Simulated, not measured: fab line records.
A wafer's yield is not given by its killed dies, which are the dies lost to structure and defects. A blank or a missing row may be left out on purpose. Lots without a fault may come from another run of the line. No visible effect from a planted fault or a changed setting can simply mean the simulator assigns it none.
fab line records | flow n5-finfet | part 2 of 2: steps 5 to 6 of 6
record: lots: 24 | wafers: 72 | last-day: 17
route steps=1938 shown BEOL_M3@997 BEOL_M4@1039
lots untouched by any fault: they come from a run of this same line in which no faults occurred
start-h: start of the lot's first displayed wafer, in hours after the record's first day | wait-h: how many hours have passed since the lot's step before this one | " same as the row above | L1.1+2: several wafers, shown together as one row | - no value, or no start given | * or withheld: withheld | < > ~ a bound
route shown NAME@n: a module of which the file shows steps, and the number in the route of the first | usual: mean/standard deviation taken from wafers without a fault | same: alike in all rows | chamber/n: place in a boat | sites: each site's reading | _std_site: the standard deviation of these | _edge_site: outer sites' mean less inner sites' | radius-mm: how far each site lies from the wafer's centre | mask NAME#n: copy n | behind: tool/chamber where the wafer was last shaped | hold: cause of the lot's hold/its duration in hours/its outcome | device: the n, p or np transistor that did not switch | end of line: the same wafers' tests at the end of the route | where a step has no rows: the recipe by itself | killed: dies that structure and defects cost at the first sort, which is not the same as the wafer's yield | map: a wafer's dies, marking killed ones x, the rest . and places with no die _
set.NAME: setting as actually run; set.NAME@STEP: the setting as run at that earlier step | model.NAME: the simulator's own value behind a step, which no gauge read
a sample of lots followed through the steps of the route, with each step as a table and each wafer as a row
services: the hour from which a tool's chamber was out of use, counted from the record's first day as start-h (under 0 if before that day), plus the number of hours and why
== steps ==
step: N5_BEOL_M4_STRIP_19
recipe: chemistry: O2 | power-w: 400 | temp-c: 40 | pressure-mtorr: 30 | rf-frequency-hz: 6e+07 | bias-power-w: 0 | overash-fraction: 0.2 | o2-flow-sccm: 225
usual: drypump-motor-current-A: 5.7/0.49 | oes-product-au: 0.83/0.079 | rf-vpp-V: 3.6/0.49 | showerhead-plenum-p-Torr: 2.09/0.08 | throttle-valve-pct: 16.63/0.24
same: bias-power-w: 0
lot.wafer | tool        | chamber | start-h | wait-h | drypump-motor-current-A | oes-product-au | rf-hours-counter-h | rf-vpp-V | showerhead-plenum-p-Torr | throttle-valve-pct
L074.1    | rie-diel-01 | 3       | 150.20  | 0.1    | 5.4                     | 0.90           | 27                 | 3.2      | 2.04                     | 16.37
L074.4    | "           | 0       | "       | "      | 4.7                     | 0.73           | -                  | 3.9      | 2.06                     | 16.54
L074.6    | "           | 1       | "       | "      | 5.0                     | 0.73           | -                  | 3.6      | 2.03                     | 17.21
L075.1    | rie-diel-02 | 0       | 160.41  | 0.2    | 5.5                     | 0.90           | 30                 | 3.8      | 2.24                     | 16.56
L075.2    | "           | 2       | "       | "      | 5.8                     | 0.91           | 14                 | 3.2      | 2.15                     | 16.47
L075.4    | "           | 0       | "       | "      | 5.5                     | 0.90           | -                  | 3.7      | 2.24                     | 16.56
L078.1    | rie-diel-02 | 3       | 174.14  | 0.1    | 6.1                     | 1.00           | 1                  | 3.9      | 2.05                     | 16.49
L078.3    | "           | 1       | "       | "      | 6.3                     | 0.78           | 147                | 4.0      | 2.03                     | 16.56
L078.5    | "           | 2       | "       | "      | 5.8                     | 0.91           | -                  | 3.8      | 2.14                     | 16.47
L076.1    | rie-diel-06 | 1       | 175.03  | 0.1    | 6.3                     | 0.94           | 17                 | 3.3      | 2.05                     | 16.38
L076.3    | "           | 3       | "       | "      | 5.6                     | 0.81           | 90                 | 2.9      | 2.02                     | 16.71
L076.5    | "           | 3       | "       | "      | 5.5                     | 0.81           | -                  | 3.7      | 2.02                     | 16.71
L077.2    | rie-diel-06 | 0       | 175.25  | 0.1    | 5.7                     | 0.85           | 58                 | 3.7      | 2.23                     | 16.50
L077.3    | "           | 3       | "       | "      | 5.6                     | 0.81           | 90                 | 3.2      | 2.02                     | 16.70
L077.4    | "           | 1       | "       | "      | 6.2                     | 0.93           | -                  | 4.1      | 2.05                     | 16.39
L079.1    | rie-diel-02 | 1       | 179.89  | 0.2    | 6.3                     | 0.78           | 149                | 3.0      | 2.03                     | 16.56
L079.2    | "           | 0       | "       | "      | 5.6                     | 0.89           | 38                 | 3.7      | 2.24                     | 16.58
L079.4    | "           | 2       | "       | "      | 5.8                     | 0.91           | 21                 | 4.3      | 2.14                     | 16.49
L080.2    | rie-diel-06 | 1       | 189.30  | 0.1    | 6.3                     | 0.92           | 22                 | 3.8      | 2.05                     | 16.38
L080.4    | "           | 3       | "       | "      | 5.6                     | 0.81           | 96                 | 3.8      | 2.02                     | 16.71
L080.5    | "           | 2       | "       | "      | 5.6                     | 0.70           | -                  | 4.2      | 2.16                     | 17.11
L081.1    | rie-diel-01 | 0       | 199.94  | 0.1    | 4.7                     | 0.72           | 209                | 3.3      | 2.06                     | 16.54
L081.5    | "           | 2       | "       | "      | 6.2                     | 0.94           | -                  | 2.5      | 2.13                     | 16.43
L081.6    | "           | 1       | "       | "      | 5.0                     | 0.72           | -                  | 3.0      | 2.02                     | 17.23
L083.2    | rie-diel-01 | 2       | 202.85  | 0.1    | 6.2                     | 0.93           | 15                 | 3.6      | 2.13                     | 16.43
L083.4    | "           | 1       | "       | "      | 5.0                     | 0.71           | 186                | 4.1      | 2.02                     | 17.25
L083.6    | "           | 0       | "       | "      | 4.7                     | 0.72           | -                  | 3.3      | 2.06                     | 16.56
L082.1    | rie-diel-02 | 3       | 204.48  | 0.1    | 6.1                     | 0.95           | 13                 | 4.6      | 2.04                     | 16.51
L082.4    | "           | 1       | "       | "      | 6.3                     | 0.77           | 158                | 2.3      | 2.03                     | 16.57
L082.6    | "           | 1       | "       | "      | 6.4                     | 0.78           | -                  | 3.6      | 2.03                     | 16.58
L084.1    | rie-diel-02 | 2       | 209.59  | 0.1    | 5.8                     | 0.88           | 33                 | 3.3      | 2.14                     | 16.49
L084.2    | "           | 0       | "       | "      | 5.6                     | 0.88           | 49                 | 3.3      | 2.23                     | 16.58
L084.3    | "           | 3       | "       | "      | 6.1                     | 0.95           | 14                 | 3.5      | 2.04                     | 16.52
L085.2    | rie-diel-01 | 2       | 230.64  | 0.2    | 6.1                     | 0.91           | 25                 | 3.2      | 2.13                     | 16.46
L085.3    | "           | 1       | "       | "      | 5.0                     | 0.71           | 196                | 4.5      | 2.02                     | 17.28
L085.6    | "           | 0       | "       | "      | 4.7                     | 0.72           | -                  | 4.1      | 2.05                     | 16.58
L086.3    | rie-diel-06 | 3       | 233.04  | 0.3    | 5.6                     | 0.79           | 106                | 3.4      | 2.01                     | 16.73
L086.4    | "           | 1       | "       | "      | 6.3                     | 0.89           | 32                 | 3.2      | 2.05                     | 16.41
L086.6    | "           | 2       | "       | "      | 5.6                     | 0.69           | -                  | 3.1      | 2.16                     | 17.16
L087.1    | rie-diel-01 | 2       | 233.24  | 0.2    | 6.2                     | 0.91           | 26                 | 3.7      | 2.13                     | 16.44
L087.2    | "           | 0       | "       | "      | 4.7                     | 0.72           | 223                | 3.3      | 2.05                     | 16.58
L087.5    | "           | 0       | "       | "      | 4.7                     | 0.71           | -                  | 3.5      | 2.05                     | 16.58
L088.3    | rie-diel-02 | 0       | 240.70  | 0.1    | 5.5                     | 0.86           | 62                 | 3.7      | 2.23                     | 16.63
L088.4    | "           | 2       | "       | "      | 5.8                     | 0.85           | 44                 | 3.9      | 2.13                     | 16.51
L088.6    | "           | 2       | "       | "      | 5.8                     | 0.86           | -                  | 3.2      | 2.13                     | 16.53
L089.1    | rie-diel-02 | 1       | 241.48  | 0.1    | 6.3                     | 0.76           | 173                | 4.4      | 2.02                     | 16.59
L089.3    | "           | 3       | "       | "      | 6.1                     | 0.91           | 28                 | 4.0      | 2.04                     | 16.54
L089.4    | "           | 0       | "       | "      | 5.5                     | 0.86           | 62                 | 2.9      | 2.23                     | 16.62
L090.2    | rie-diel-01 | 2       | 246.57  | 0.1    | 6.2                     | 0.90           | 31                 | 4.4      | 2.13                     | 16.46
L090.5    | "           | 2       | "       | "      | 6.2                     | 0.90           | -                  | 4.2      | 2.13                     | 16.47
L090.6    | "           | 1       | "       | "      | 5.0                     | 0.71           | -                  | 3.1      | 2.02                     | 17.28
L092.1    | rie-diel-02 | 0       | 261.10  | 0.1    | 5.5                     | 0.84           | 71                 | 2.7      | 2.23                     | 16.64
L092.2    | "           | 2       | "       | "      | 5.7                     | 0.85           | 52                 | 3.7      | 2.13                     | 16.52
L092.5    | "           | 1       | "       | "      | 6.3                     | 0.75           | -                  | 3.2      | 2.02                     | 16.61
L091.1    | rie-diel-02 | 3       | 262.46  | 0.2    | 6.1                     | 0.89           | 37                 | 3.8      | 2.03                     | 16.57
L091.4    | "           | 2       | "       | "      | 5.8                     | 0.84           | 53                 | 3.5      | 2.13                     | 16.55
L091.5    | "           | 1       | "       | "      | 6.3                     | 0.75           | -                  | 4.2      | 2.02                     | 16.64
L093.1    | rie-diel-02 | 3       | 269.41  | 0.1    | 6.1                     | 0.90           | 40                 | 3.3      | 2.03                     | 16.56
L093.3    | "           | 0       | "       | "      | 5.5                     | 0.84           | 75                 | 3.2      | 2.23                     | 16.65
L093.4    | "           | 2       | "       | "      | 5.8                     | 0.84           | 56                 | 3.3      | 2.13                     | 16.55
L095.1    | rie-diel-06 | 0       | 281.36  | 0.1    | 5.7                     | 0.82           | 91                 | 3.8      | 2.22                     | 16.55
L095.2    | "           | 1       | "       | "      | 6.3                     | 0.88           | 49                 | 3.4      | 2.04                     | 16.44
L095.3    | "           | 2       | "       | "      | 5.6                     | 0.69           | 241                | 4.0      | 2.15                     | 17.19
L094.2    | rie-diel-02 | 0       | 286.84  | 0.2    | 5.5                     | 0.84           | 80                 | 3.7      | 2.22                     | 16.67
L094.3    | "           | 2       | "       | "      | 5.8                     | 0.84           | 63                 | 4.4      | 2.13                     | 16.58
L094.6    | "           | 1       | "       | "      | 6.3                     | 0.75           | -                  | 4.7      | 2.02                     | 16.65
L096.1    | rie-diel-02 | 1       | 287.87  | 0.2    | 6.3                     | 0.74           | 192                | 3.9      | 2.02                     | 16.66
L096.4    | "           | 0       | "       | "      | 5.5                     | 0.82           | 81                 | 3.9      | 2.22                     | 16.66
L096.5    | "           | 1       | "       | "      | 6.3                     | 0.74           | -                  | 4.3      | 2.02                     | 16.65
L097.2    | rie-diel-01 | 2       | 288.04  | 0.1    | 6.2                     | 0.85           | 48                 | 3.8      | 2.12                     | 16.50
L097.4    | "           | 1       | "       | "      | 5.0                     | 0.69           | 219                | 2.8      | 2.01                     | 17.31
L097.5    | "           | 1       | "       | "      | 5.0                     | 0.70           | -                  | 3.6      | 2.01                     | 17.31
step: N5_BEOL_M4_ETCH_77
recipe: chemistry: N2/H2 | target: underlayer | target-depth-a: 65 | mask-material: CAR-EUV | time-s: 5.2 | ion-energy-ev: 200 | pressure-mtorr: 30 | source-w: 840 | bias-w: 150 | n2-flow-sccm: 200 | h2-flow-sccm: 200 | ends: cleared
usual: drypump-motor-current-A: 5.6/0.53 | etch-rf-on-time-s: 5.15/0.14 | oes-product-au: 0.70/0.076 | rf-vpp-V: 523.5/2.6 | showerhead-plenum-p-Torr: 2.53/0.088 | throttle-valve-pct: 17.9/0.31
lot.wafer | tool        | chamber | start-h | wait-h | drypump-motor-current-A | etch-rf-on-time-s | oes-product-au | rf-hours-counter-h | rf-vpp-V | showerhead-plenum-p-Torr | throttle-valve-pct
L074.1    | rie-diel-02 | 0       | 150.74  | 0.0    | 5.5                     | 5.00              | 0.78           | 27                 | 529.1    | 2.71                     | 17.8
L074.4    | "           | 2       | "       | "      | 5.8                     | 5.06              | 0.79           | -                  | 524.8    | 2.62                     | 17.7
L074.6    | "           | 1       | "       | "      | 6.3                     | 5.13              | 0.67           | -                  | 520.9    | 2.45                     | 17.7
L075.1    | rie-diel-01 | 1       | 160.99  | 0.0    | 5.0                     | 5.19              | 0.62           | 171                | 523.0    | 2.45                     | 18.4
L075.2    | "           | 0       | "       | "      | 4.7                     | 5.33              | 0.61           | 196                | 523.9    | 2.54                     | 17.8
L075.4    | "           | 1       | "       | "      | 5.0                     | 5.22              | 0.63           | -                  | 521.1    | 2.45                     | 18.4
L078.1    | rie-diel-01 | 2       | 174.94  | 0.0    | 6.2                     | 5.34              | 0.80           | 6                  | 526.7    | 2.60                     | 17.6
L078.3    | "           | 0       | "       | "      | 4.7                     | 5.41              | 0.61           | 202                | 523.5    | 2.53                     | 17.8
L078.5    | "           | 1       | "       | "      | 5.0                     | 5.27              | 0.61           | -                  | 520.7    | 2.44                     | 18.4
L076.1    | rie-diel-02 | 3       | 175.58  | 0.0    | 6.1                     | 5.07              | 0.85           | 2                  | 522.2    | 2.48                     | 17.6
L076.3    | "           | 2       | "       | "      | 5.8                     | 5.04              | 0.78           | 20                 | 523.4    | 2.62                     | 17.8
L076.5    | "           | 0       | "       | "      | 5.6                     | 4.98              | 0.76           | -                  | 528.3    | 2.71                     | 17.8
L077.2    | rie-diel-02 | 3       | 175.92  | 0.0    | 6.1                     | 5.08              | 0.85           | 2                  | 522.7    | 2.48                     | 17.6
L077.3    | "           | 2       | "       | "      | 5.8                     | 5.03              | 0.77           | 20                 | 524.0    | 2.62                     | 17.8
L077.4    | "           | 1       | "       | "      | 6.3                     | 5.21              | 0.66           | 148                | 522.1    | 2.45                     | 17.7
L079.1    | rie-diel-06 | 3       | 180.56  | 0.0    | 5.6                     | 4.98              | 0.69           | 92                 | 521.8    | 2.47                     | 18.0
L079.2    | "           | 0       | "       | "      | 5.7                     | 4.95              | 0.73           | 60                 | 527.7    | 2.69                     | 17.6
L079.4    | "           | 1       | "       | "      | 6.3                     | 4.94              | 0.80           | 19                 | 522.0    | 2.48                     | 17.4
L080.2    | rie-diel-06 | 1       | 189.98  | 0.0    | 6.3                     | 4.95              | 0.80           | 22                 | 522.9    | 2.48                     | 17.5
L080.4    | "           | 2       | "       | "      | 5.5                     | 5.14              | 0.61           | 214                | 525.8    | 2.63                     | 18.4
L080.5    | "           | 1       | "       | "      | 6.3                     | 4.93              | 0.80           | -                  | 523.1    | 2.48                     | 17.4
L081.1    | rie-diel-01 | 2       | 200.48  | 0.0    | 6.2                     | 5.31              | 0.79           | 13                 | 524.6    | 2.59                     | 17.7
L081.5    | "           | 2       | "       | "      | 6.2                     | 5.28              | 0.79           | -                  | 525.8    | 2.59                     | 17.7
L081.6    | "           | 1       | "       | "      | 5.0                     | 5.33              | 0.61           | -                  | 519.2    | 2.44                     | 18.5
L083.2    | rie-diel-01 | 2       | 203.52  | 0.0    | 6.2                     | 5.23              | 0.79           | 15                 | 525.4    | 2.59                     | 17.7
L083.4    | "           | 3       | "       | "      | 5.4                     | 5.16              | 0.75           | 41                 | 523.0    | 2.46                     | 17.7
L083.6    | "           | 3       | "       | "      | 5.4                     | 5.15              | 0.76           | -                  | 519.4    | 2.46                     | 17.6
L082.1    | rie-diel-01 | 2       | 205.09  | 0.0    | 6.2                     | 5.22              | 0.80           | 15                 | 524.5    | 2.59                     | 17.7
L082.4    | "           | 1       | "       | "      | 5.0                     | 5.23              | 0.61           | 186                | 518.6    | 2.44                     | 18.5
L082.6    | "           | 2       | "       | "      | 6.2                     | 5.20              | 0.77           | -                  | 526.5    | 2.59                     | 17.7
L084.1    | rie-diel-01 | 3       | 210.31  | 0.0    | 5.4                     | 5.27              | 0.75           | 44                 | 523.5    | 2.46                     | 17.7
L084.2    | "           | 1       | "       | "      | 5.0                     | 5.33              | 0.62           | 188                | 521.4    | 2.44                     | 18.5
L084.3    | "           | 2       | "       | "      | 6.2                     | 5.28              | 0.77           | 17                 | 525.9    | 2.59                     | 17.7
L085.2    | rie-diel-01 | 3       | 232.58  | 0.0    | 5.4                     | 5.25              | 0.74           | 53                 | 521.2    | 2.45                     | 17.7
L085.3    | "           | 1       | "       | "      | 5.0                     | 5.27              | 0.60           | 197                | 521.0    | 2.44                     | 18.5
L085.6    | "           | 3       | "       | "      | 5.4                     | 5.21              | 0.73           | -                  | 522.1    | 2.45                     | 17.7
L086.3    | rie-diel-02 | 2       | 234.40  | 0.0    | 5.8                     | 5.12              | 0.74           | 43                 | 524.8    | 2.61                     | 17.8
L086.4    | "           | 3       | "       | "      | 6.1                     | 5.16              | 0.78           | 25                 | 523.9    | 2.47                     | 17.7
L086.6    | "           | 2       | "       | "      | 5.8                     | 5.09              | 0.73           | -                  | 524.8    | 2.61                     | 17.8
L087.1    | rie-diel-02 | 3       | 234.51  | 0.0    | 6.1                     | 5.12              | 0.78           | 26                 | 521.6    | 2.47                     | 17.6
L087.2    | "           | 2       | "       | "      | 5.8                     | 5.07              | 0.74           | 43                 | 524.5    | 2.61                     | 17.8
L087.5    | "           | 0       | "       | "      | 5.5                     | 5.04              | 0.74           | -                  | 526.9    | 2.69                     | 17.9
L088.3    | rie-diel-06 | 2       | 241.37  | 0.0    | 5.5                     | 5.10              | 0.59           | 228                | 526.7    | 2.62                     | 18.5
L088.4    | "           | 1       | "       | "      | 6.3                     | 4.91              | 0.77           | 35                 | 521.9    | 2.48                     | 17.5
L088.6    | "           | 1       | "       | "      | 6.3                     | 4.92              | 0.79           | -                  | 522.1    | 2.48                     | 17.4
L089.1    | rie-diel-01 | 0       | 242.55  | 0.0    | 4.7                     | 5.35              | 0.59           | 227                | 523.5    | 2.52                     | 17.9
L089.3    | "           | 2       | "       | "      | 6.2                     | 5.26              | 0.77           | 30                 | 524.1    | 2.59                     | 17.7
L089.4    | "           | 3       | "       | "      | 5.4                     | 5.19              | 0.73           | 57                 | 520.1    | 2.45                     | 17.7
L090.2    | rie-diel-01 | 1       | 247.19  | 0.0    | 5.1                     | 5.21              | 0.60           | 203                | 519.9    | 2.43                     | 18.5
L090.5    | "           | 0       | "       | "      | 4.7                     | 5.25              | 0.60           | -                  | 522.0    | 2.52                     | 17.8
L090.6    | "           | 2       | "       | "      | 6.2                     | 5.25              | 0.76           | -                  | 524.2    | 2.59                     | 17.7
L092.1    | rie-diel-06 | 3       | 261.77  | 0.0    | 5.5                     | 4.92              | 0.68           | 116                | 521.5    | 2.46                     | 18.0
L092.2    | "           | 0       | "       | "      | 5.7                     | 4.88              | 0.71           | 83                 | 529.4    | 2.68                     | 17.7
L092.5    | "           | 3       | "       | "      | 5.5                     | 4.88              | 0.67           | -                  | 522.0    | 2.46                     | 18.0
L091.1    | rie-diel-06 | 3       | 263.13  | 0.0    | 5.5                     | 5.07              | 0.67           | 116                | 520.9    | 2.46                     | 18.0
L091.4    | "           | 1       | "       | "      | 6.3                     | 4.97              | 0.77           | 42                 | 522.4    | 2.47                     | 17.5
L091.5    | "           | 1       | "       | "      | 6.3                     | 5.03              | 0.76           | -                  | 522.9    | 2.47                     | 17.5
L093.1    | rie-diel-02 | 2       | 269.96  | 0.0    | 5.8                     | 5.08              | 0.72           | 56                 | 524.7    | 2.60                     | 17.8
L093.3    | "           | 1       | "       | "      | 6.3                     | 5.26              | 0.63           | 185                | 522.5    | 2.43                     | 17.7
L093.4    | "           | 0       | "       | "      | 5.5                     | 5.07              | 0.71           | 75                 | 526.6    | 2.69                     | 17.9
L095.1    | rie-diel-01 | 0       | 281.91  | 0.0    | 4.7                     | 5.40              | 0.59           | 242                | 522.4    | 2.52                     | 17.9
L095.2    | "           | 2       | "       | "      | 6.2                     | 5.33              | 0.73           | 46                 | 525.2    | 2.58                     | 17.7
L095.3    | "           | 1       | "       | "      | 5.0                     | 5.19              | 0.60           | 217                | 518.4    | 2.43                     | 18.5
L094.2    | rie-diel-02 | 1       | 287.51  | 0.0    | 6.4                     | 5.25              | 0.63           | 192                | 523.0    | 2.43                     | 17.7
L094.3    | "           | 3       | "       | "      | 6.1                     | 5.14              | 0.75           | 46                 | 522.0    | 2.46                     | 17.7
L094.6    | "           | 0       | "       | "      | 5.5                     | 5.04              | 0.72           | -                  | 526.8    | 2.69                     | 17.9
L096.1    | rie-diel-06 | 0       | 288.41  | 0.0    | 5.8                     | 4.91              | 0.71           | 93                 | 526.2    | 2.67                     | 17.7
L096.4    | "           | 3       | "       | "      | 5.6                     | 4.89              | 0.67           | 126                | 523.1    | 2.45                     | 18.0
L096.5    | "           | 0       | "       | "      | 5.7                     | 4.94              | 0.70           | -                  | 528.7    | 2.67                     | 17.7
L097.2    | rie-diel-01 | 0       | 288.67  | 0.0    | 4.7                     | 5.37              | 0.59           | 244                | 520.7    | 2.51                     | 17.9
L097.4    | "           | 1       | "       | "      | 5.0                     | 5.20              | 0.60           | 220                | 521.5    | 2.43                     | 18.5
L097.5    | "           | 3       | "       | "      | 5.4                     | 5.15              | 0.73           | -                  | 520.7    | 2.45                     | 17.7
== services ==
tool           | chamber | start-h | hours | kind
rie-diel-01    | 3       | 130.35  | 4.5   | repair
cvd-co-01      | 1       | 131.89  | -     | clean
cvd-co-01      | 1       | 131.89  | 22.0  | scheduled-down
cvd-co-01      | 1       | 131.89  | 22.0  | vent-cycle
rie-diel-01    | 2       | 147.45  | -     | clean
rie-diel-01    | 2       | 147.45  | -     | consumable-replace:focus-ring
rie-diel-01    | 2       | 147.45  | 14.8  | scheduled-down
rie-diel-01    | 2       | 147.45  | 14.8  | vent-cycle
rie-diel-02    | 3       | 148.32  | -     | clean
rie-diel-02    | 3       | 148.32  | -     | consumable-replace:focus-ring
rie-diel-01    | -       | 148.96  | 0.1   | repair
pvd-sputter-02 | -       | 153.89  | 1.6   | repair
rie-diel-02    | 1       | 158.46  | 5.5   | repair
rie-diel-06    | -       | 215.62  | 15.6  | pm
rie-diel-02    | 2       | 235.45  | 2.4   | repair
rie-diel-01    | 3       | 246.14  | 18.9  | repair
pvd-sputter-02 | -       | 288.44  | 40.3  | repair
